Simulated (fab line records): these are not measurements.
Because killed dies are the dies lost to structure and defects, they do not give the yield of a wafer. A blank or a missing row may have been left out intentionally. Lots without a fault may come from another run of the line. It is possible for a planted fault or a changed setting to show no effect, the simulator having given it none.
Which tool is to blame? + flow nand harc + 14 lots, 42 wafers sampled, at 5 steps of a route of 1159

== WHAT EACH GAUGE READ, for each wafer ==
NHARC_P_BONDPAD_CD_MEAS_09: the cd target is 500 nm. Usual: 500.2 nm for cd nm, sd 1.5.
| lot  | measured     | on        | cd nm (nm)        | flag |
|------|--------------|-----------|-------------------|------|
| L877 | day 6 08:56  | cd sem-02 | 501.3 501.2 500.3 |      |
| L878 | day 6 23:50  | cd sem-01 | 500.5 500.8 501.9 |      |
| L879 | day 7 02:58  | cd sem-01 | 499.9 501.0 499.3 |      |
| L880 | day 7 03:44  | cd sem-03 | 500.2 502.0 500.0 |      |
| L885 | day 8 21:25  | cd sem-01 | 498.1 497.8 500.1 |      |
| L890 | day 9 18:55  | cd sem-03 | 501.5 499.8 498.3 |      |
| L889 | day 9 22:17  | cd sem-03 | 500.6 500.8 499.9 |      |
| L892 | day 10 10:37 | cd sem-02 | 497.7 500.4 501.0 |      |
| L891 | day 10 11:23 | cd sem-03 | 498.0 501.5 501.3 |      |
| L893 | day 10 12:02 | cd sem-01 | 500.1 497.5 498.1 |      |
| L895 | day 10 17:43 | cd sem-02 | 499.8 498.0 498.4 |      |
| L894 | day 10 19:27 | cd sem-01 | 499.1 500.0 499.4 |      |
| L896 | day 11 01:06 | cd sem-03 | 499.1 500.4 500.1 |      |
| L899 | day 11 22:27 | cd sem-02 | 497.9 496.7 498.4 |      |

NHARC_A_ONON_D1_THK_MEAS_08: measures by ellipsometry. Usual: 999 nm for thk nm, sd 11.
| lot  | measured     | on            | thk nm (nm)    | flag |
|------|--------------|---------------|----------------|------|
| L877 | day 7 13:10  | film metro-02 | 1001 1003 1001 |      |
| L878 | day 8 03:44  | film metro-01 | 971 970 971    |      |
| L879 | day 8 03:44  | film metro-02 | 1006 1006 1006 |      |
| L880 | day 8 08:25  | film metro-02 | 1003 1004 1003 |      |
| L885 | day 10 01:14 | film metro-02 | 1010 1010 1010 |      |
| L890 | day 10 23:31 | film metro-01 | 1007 1006 1005 |      |
| L889 | day 10 23:32 | film metro-02 | 677 996 674    | OFF  |
| L892 | day 11 19:51 | film metro-02 | 981 983 984    |      |
| L891 | day 11 19:47 | film metro-01 | 681 1002 680   | OFF  |
| L893 | day 11 19:59 | film metro-01 | 986 984 986    |      |
| L895 | day 11 19:38 | film metro-02 | 988 989 989    |      |
| L894 | day 11 19:30 | film metro-01 | 1008 1008 1010 |      |
| L896 | day 12 07:17 | film metro-02 | 988 988 988    |      |
| L899 | day 13 00:33 | film metro-01 | 1006 1006 1008 |      |

== EACH LOT AND THE TOOL THAT RAN IT (in order: tool; ch and the chambers of the sampled wafers; start) ==
| lot  | NHARC_P_M2_PVD_21                       | NHARC_A_ZERO_WELL_ETCH_13        | NHARC_A_ONON_D1_DEP_06           |
|------|-----------------------------------------|----------------------------------|----------------------------------|
| L877 | pvd sputter-02, day 6 08:56 or earlier  | rie si-02 ch 0,1, day 6 13:23    | pecvd onon-04 ch 0, day 7 12:50  |
| L878 | pvd sputter-02, day 6 23:50 or earlier  | rie si-06 ch 0,1, day 7 04:20    | pecvd onon-03 ch 0, day 8 03:24  |
| L879 | pvd sputter-03, day 7 02:58 or earlier  | rie si-02 ch 1,2,3, day 7 07:20  | pecvd onon-02 ch 0, day 8 03:13  |
| L880 | pvd sputter-01, day 7 03:44 or earlier  | rie si-03 ch 0,1, day 7 08:10    | pecvd onon-02 ch 0, day 8 07:55  |
| L885 | pvd sputter-03, day 8 21:25 or earlier  | rie si-02 ch 0,1, day 9 01:53    | pecvd onon-03 ch 0, day 10 00:43 |
| L890 | pvd sputter-03, day 9 18:55 or earlier  | rie si-06 ch 0,1, day 9 23:35    | pecvd onon-03 ch 0, day 10 23:01 |
| L889 | pvd sputter-03, day 9 22:17 or earlier  | rie si-06 ch 1,3, day 10 02:50   | pecvd onon-02 ch 0, day 10 23:01 |
| L892 | pvd sputter-01, day 10 10:37 or earlier | rie si-03 ch 0,1,2, day 10 14:56 | pecvd onon-04 ch 0, day 11 19:20 |
| L891 | pvd sputter-01, day 10 11:23 or earlier | rie si-03 ch 0,2,3, day 10 16:07 | pecvd onon-02 ch 0, day 11 19:16 |
| L893 | pvd sputter-02, day 10 12:02 or earlier | rie si-03 ch 0,2,3, day 10 16:43 | pecvd onon-03 ch 0, day 11 19:29 |
| L895 | pvd sputter-01, day 10 17:43 or earlier | rie si-06 ch 1,2,3, day 10 22:08 | pecvd onon-03 ch 0, day 11 19:11 |
| L894 | pvd sputter-03, day 10 19:27 or earlier | rie si-03 ch 0,2,3, day 10 23:58 | pecvd onon-04 ch 0, day 11 19:06 |
| L896 | pvd sputter-01, day 11 01:06 or earlier | rie si-06 ch 0,2, day 11 05:28   | pecvd onon-03 ch 0, day 12 06:46 |
| L899 | pvd sputter-02, day 11 22:27 or earlier | rie si-02 ch 1,2, day 12 02:54   | pecvd onon-04 ch 0, day 13 00:06 |
- NHARC_P_M2_PVD_21: deposits Cu, target thk 30 nm, time 20.49 s.
- NHARC_A_ZERO_WELL_ETCH_13: etches the open film in HBr/Cl2, target depth 120 nm, time 40.1 s.
- NHARC_A_ONON_D1_DEP_06: target thk 1000 nm.

== WHAT THE TOOLS THEMSELVES READ (means of the sampled wafers that have a number; where no wafer has one, the mark that the record gives instead) ==
NHARC_P_M2_PVD_21. Usual: 30.4 % for throttle valve pct, sd 1.1.
| lot  | tool           | throttle valve pct (%) | flag |
|------|----------------|------------------------|------|
| L877 | pvd sputter-02 | 29.2                   |      |
| L878 | pvd sputter-02 | 30.8                   |      |
| L879 | pvd sputter-03 | 30.7                   |      |
| L880 | pvd sputter-01 | 30.2                   |      |
| L885 | pvd sputter-03 | 30.4                   |      |
| L890 | pvd sputter-03 | 30.5                   |      |
| L889 | pvd sputter-03 | 30.7                   |      |
| L892 | pvd sputter-01 | 30.0                   |      |
| L891 | pvd sputter-01 | 31.3                   |      |
| L893 | pvd sputter-02 | 30.4                   |      |
| L895 | pvd sputter-01 | 30.7                   |      |
| L894 | pvd sputter-03 | 31.2                   |      |
| L896 | pvd sputter-01 | 30.1                   |      |
| L899 | pvd sputter-02 | 30.5                   |      |

NHARC_A_ZERO_WELL_ETCH_13. Usual: drypump motor current A 5.8 A, standard deviation 0.48; oes product au 1.000 a.u., standard deviation 0.0075; throttle valve pct 26.406 %, standard deviation 0.0097.
| lot  | tool      | drypump motor current A (A) | oes product au (a.u.) | throttle valve pct (%) | flag |
|------|-----------|-----------------------------|-----------------------|------------------------|------|
| L877 | rie si-02 | 6.0                         | 0.999                 | 26.409                 |      |
| L878 | rie si-06 | 5.7                         | 0.998                 | 26.407                 |      |
| L879 | rie si-02 | 6.1                         | 1.005                 | 26.403                 |      |
| L880 | rie si-03 | 5.8                         | 1.004                 | 26.395                 |      |
| L885 | rie si-02 | 6.0                         | 1.001                 | 26.401                 |      |
| L890 | rie si-06 | 5.8                         | 0.998                 | 26.404                 |      |
| L889 | rie si-06 | 5.5                         | 0.996                 | 26.397                 |      |
| L892 | rie si-03 | 5.7                         | 1.001                 | 26.407                 |      |
| L891 | rie si-03 | 5.6                         | 1.005                 | 26.415                 |      |
| L893 | rie si-03 | 5.7                         | 1.007                 | 26.407                 |      |
| L895 | rie si-06 | 5.5                         | 0.990                 | 26.408                 |      |
| L894 | rie si-03 | 5.7                         | 1.003                 | 26.407                 |      |
| L896 | rie si-06 | 5.8                         | 0.996                 | 26.411                 |      |
| L899 | rie si-02 | 5.5                         | 0.996                 | 26.418                 |      |

NHARC_A_ONON_D1_DEP_06. Usual: 2000 sccm for n2o flow sccm, sd 5.6.
| lot  | tool          | n2o flow sccm (sccm) | flag |
|------|---------------|----------------------|------|
| L877 | pecvd onon-04 | 1998                 |      |
| L878 | pecvd onon-03 | 1997                 |      |
| L879 | pecvd onon-02 | 1993                 |      |
| L880 | pecvd onon-02 | 2011                 |      |
| L885 | pecvd onon-03 | 1998                 |      |
| L890 | pecvd onon-03 | 2001                 |      |
| L889 | pecvd onon-02 | 1999                 |      |
| L892 | pecvd onon-04 | 1997                 |      |
| L891 | pecvd onon-02 | 2002                 |      |
| L893 | pecvd onon-03 | 2001                 |      |
| L895 | pecvd onon-03 | 1995                 |      |
| L894 | pecvd onon-04 | 2007                 |      |
| L896 | pecvd onon-03 | 2002                 |      |
| L899 | pecvd onon-04 | 2003                 |      |

== THE ANSWER, worked out from the rows above alone ==
Rule: a lot is off if the mean of its wafers that have a number lies more than 3 standard deviations from the usual mean. Also off: a lot with no number at a reading for which 4 or more lots have one. Any other lot the step has rows for is counted as sound. The gauges are gone through in route order, then the tools' own readings, and for those a lot's mean is taken as printed above. At the first step where some lot is off, the reading lying furthest off is the one used; lots without a number count as furthest.
Off at NHARC_A_ONON_D1_THK_MEAS_08 (thk nm): L889, L891.
If a tool, at a process step before that reading, ran all the lots that are off and no sound lot after the first of them, it fits. Gauges at NHARC_A_ONON_D1_THK_MEAS_08: tried the same way as those tools. Because NHARC_P_M2_PVD_21 lacks a start for some lots, the hours and order of its lots are taken from NHARC_P_BONDPAD_CD_MEAS_09. One fits: NHARC_A_ONON_D1_DEP_06 on pecvd onon-02. A fault onset in the window from L880 (day 8 07:55, its last sound lot) to L889 (day 10 23:01, its first lot off) fits.

== WHAT THE SIMULATOR HAD PUT IN ==
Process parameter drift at NHARC_A_ONON_D1_DEP_06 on pecvd onon-02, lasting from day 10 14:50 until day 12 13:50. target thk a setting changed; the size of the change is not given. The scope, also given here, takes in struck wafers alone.
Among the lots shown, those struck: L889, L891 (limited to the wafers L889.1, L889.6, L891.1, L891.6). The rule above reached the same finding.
